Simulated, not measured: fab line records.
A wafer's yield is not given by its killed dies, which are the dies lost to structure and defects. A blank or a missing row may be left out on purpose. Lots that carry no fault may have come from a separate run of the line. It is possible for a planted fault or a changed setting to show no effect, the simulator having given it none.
Matching of chambers :: flow nand_harc :: 6 sister chambers for NHARC_A_ZERO_WELL_STRIP_14 on wet_bench-05
The step strips in SPM, time 900 s. 14 wafers are shown with their chamber, then 4 later ones without.

WAFERS, EACH WITH ITS CHAMBER
wafer: L703.2
chamber: 3
temp_c (C): 129.94

wafer: L703.3
chamber: 7
temp_c (C): 130.10

wafer: L703.5
chamber: 0
temp_c (C): 130.23

wafer: L705.3
chamber: 1
temp_c (C): 130.00

wafer: L705.4
chamber: 7
temp_c (C): 130.04

wafer: L705.6
chamber: 3
temp_c (C): 130.22

wafer: L708.2
chamber: 7
temp_c (C): 129.72

wafer: L708.4
chamber: 3
temp_c (C): 130.14

wafer: L708.6
chamber: 1
temp_c (C): 129.95

wafer: L709.1
chamber: 1
temp_c (C): 129.95

wafer: L709.2
chamber: 5
temp_c (C): 130.12

wafer: L709.4
chamber: 4
temp_c (C): 129.91

wafer: L712.1
chamber: 3
temp_c (C): 130.23

wafer: L712.2
chamber: 0
temp_c (C): 130.28

SIGNATURES (averages over the wafers above)
reading: temp_c
chamber 0: 130.2550
chamber 1: 129.9667
chamber 3: 130.1325
chamber 4: 129.9100
chamber 5: 130.1200
chamber 7: 129.9533
scatter within a chamber: 0.133
Rule: distance of a wafer from a chamber = root of the sum over the readings of ((wafer's reading minus chamber's mean) / reading's scatter) squared. If the next closest chamber is less than 2 further off than the closest, the wafer can't be placed; otherwise it belongs to the closest. How the scatter is found: for the shown wafers, subtract from each reading the mean of its chamber, square and add these, divide the total by (wafers less chambers), then take the root.

WAFERS MISSING THEIR CHAMBER
wafer: L712.6
temp_c (C): 129.95

wafer: L714.1
temp_c (C): 130.02

wafer: L724.2
temp_c (C): 130.08

wafer: L724.4
temp_c (C): 129.98

THE CHAMBER EACH PASSED THROUGH
wafer: L712.6
from the rows above: can't be placed: 7 or 1 or 4 or 5 or 3
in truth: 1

wafer: L714.1
from the rows above: can't be placed: 1 or 7 or 5 or 4 or 3 or 0
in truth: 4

wafer: L724.2
from the rows above: can't be placed: 5 or 3 or 1 or 7 or 4 or 0
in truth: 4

wafer: L724.4
from the rows above: can't be placed: 1 or 7 or 4 or 5 or 3 or 0
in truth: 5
Placed correctly: 0 of 4. Not placeable from these rows: 4 (in 4, the candidates include the true chamber). Number placed wrongly: 0.
